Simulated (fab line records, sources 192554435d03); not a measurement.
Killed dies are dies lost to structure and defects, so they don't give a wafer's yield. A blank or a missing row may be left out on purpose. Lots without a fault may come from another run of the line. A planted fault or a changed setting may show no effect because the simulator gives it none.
Problem report in the 8D (eight disciplines) form, filled by code | flow n5_finfet | the parts of the form that need people (team, actions taken, sign-off) are left out

1. THE PROBLEM
killed_at_M4_up at N5_PASSIVATION_PROBE_49 reads a mean of 141 on 1 wafer of 1 lot; wafers without a fault read 14 with a standard deviation of 5.5. That is +23 standard deviations from the usual mean.
First seen on wafer L412.5, day 16 20:46, on prober-02. The record holds 29 wafers of 10 lots with a number at this step. Rule for "out", or "out of limits": more than 4 standard deviations from the usual mean. The other wafers with a number count as sound.

2. WHAT IT IS AND WHAT IT IS NOT
question                    | is                                                                                                   | is not
which readings at this step | killed_at_M4_up, defect_limited_yield, killed_dies, sort_bin_5_function, sort_n_pass, sort_yield_pct | killed_at_M0_to_M3, killed_at_contacts, killed_at_front_end, killed_at_other, killed_open, killed_short, sort_bin_4_leakage, sort_bin_6_memory
which lots                  | L412                                                                                                 | L396, L397, L398, L400, L403, L405, L406, L409, L416
which wafers of those lots  | L412.5                                                                                               | L412.2, L412.6
read on which tools         | prober-02                                                                                            | prober-01
when                        | from day 16 20:46                                                                                    | up to then (24 sound wafers); but 4 sound wafers of L412, L416 came after

3. SUSPECTS, AND WHAT RULES EACH OUT
Counting: a tool at a process step up to the reading stays a suspect if it ran every lot that is out. Sound lots after the first of them don't rule it out here, since some wafers of a struck lot are sound.
- rie_diel-05 at N5_BEOL_M4_ETCH_77 (etches underlayer in N2/H2, target depth 6.5 nm, time 5.2 s): kept. It ran the lot that is out, L412 (day 11 14:02); its last sound lot up to then is L406 (day 10 20:52).
- rie_diel-02 at N5_PASSIVATION_VIA_ETCH_13 (etches SiO2 in CHF3/O2, target depth 660 nm, time 330 s): kept. It ran the lot that is out, L412 (day 16 14:20); its last sound lot up to then is L406 (day 16 05:49).
- rie_diel-03 at N5_PASSIVATION_PASS_ETCH_47 (etches SiNx in CF4/O2, target depth 770 nm, time 385 s): kept. It ran the lot that is out, L412 (day 16 17:32); its last sound lot up to then is L400 (day 13 13:09).
- prober-02 at N5_PASSIVATION_PROBE_49: kept. It ran the lot that is out, L412 (day 16 20:37); its last sound lot up to then is L409 (day 16 19:23). Its own readings are out on those wafers: defect_limited_yield, killed_at_M4_up, killed_dies, sort_bin_5_function, sort_n_pass, sort_yield_pct.
- Within rie_diel-05 at N5_BEOL_M4_ETCH_77: the wafers that are out ran in chamber 3; their sound lot-mates ran in chamber 0.
- Within rie_diel-02 at N5_PASSIVATION_VIA_ETCH_13: the wafers that are out ran in chamber 0; their sound lot-mates ran in chambers 1, 3.
- Within rie_diel-03 at N5_PASSIVATION_PASS_ETCH_47: the wafers that are out ran in chamber 1; their sound lot-mates ran in chamber 2.
Left after counting: rie_diel-05 at N5_BEOL_M4_ETCH_77, rie_diel-02 at N5_PASSIVATION_VIA_ETCH_13, rie_diel-03 at N5_PASSIVATION_PASS_ETCH_47, prober-02 at N5_PASSIVATION_PROBE_49.

4. THE CAUSE (what the simulator had put in)
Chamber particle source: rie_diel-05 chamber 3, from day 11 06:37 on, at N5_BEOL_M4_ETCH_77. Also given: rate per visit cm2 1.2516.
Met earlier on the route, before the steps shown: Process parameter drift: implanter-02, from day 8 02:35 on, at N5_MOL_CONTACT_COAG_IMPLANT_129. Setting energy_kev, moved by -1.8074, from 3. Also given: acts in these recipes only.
Counting left 4 suspects, and this tool is among them.

5. THE CHAIN OF EFFECTS, in route order
Each row: a reading whose mean over the struck wafers that have a number lies more than 3 standard deviations from the usual. Only readings for which the record gives a usual standard deviation are gone through. hours: the time from each lot's start at the first step in this table that gives one to its start at this step, as a median over the lots. sigmas: the change in usual standard deviations.
hours | step                    | reading              | usual  | on struck wafers | change | sigmas
0     | N5_PASSIVATION_PROBE_49 | defect_limited_yield | 91.0 % | 79.7             | -11.3  | -8.1
0     | N5_PASSIVATION_PROBE_49 | killed_at_M4_up      | 14     | 141              | +127   | +23
0     | N5_PASSIVATION_PROBE_49 | killed_dies          | 106    | 239              | +133   | +8.3
0     | N5_PASSIVATION_PROBE_49 | sort_bin_5_function  | 5.3 %  | 11.9             | +6.6   | +7.4
0     | N5_PASSIVATION_PROBE_49 | sort_n_pass          | 1070   | 941              | -129   | -4.6
0     | N5_PASSIVATION_PROBE_49 | sort_yield_pct       | 90.7 % | 79.7             | -11.0  | -4.6
The process steps in it:
- N5_PASSIVATION_PROBE_49

6. WHAT WOULD HAVE CAUGHT IT SOONER
In this record the first reading out of limits was taken at day 16 20:46, 134 hours after the fault began at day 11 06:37.
Of the tool readings at N5_BEOL_M4_ETCH_77 for which the record gives a usual standard deviation, none was out on any struck wafer, so an alarm limit of 4 standard deviations on them would not have fired.
All the lots that are out (1) had begun N5_BEOL_M4_ETCH_77 on rie_diel-05 by day 16 20:46. A hold on the tool at that time would have spared none of them.
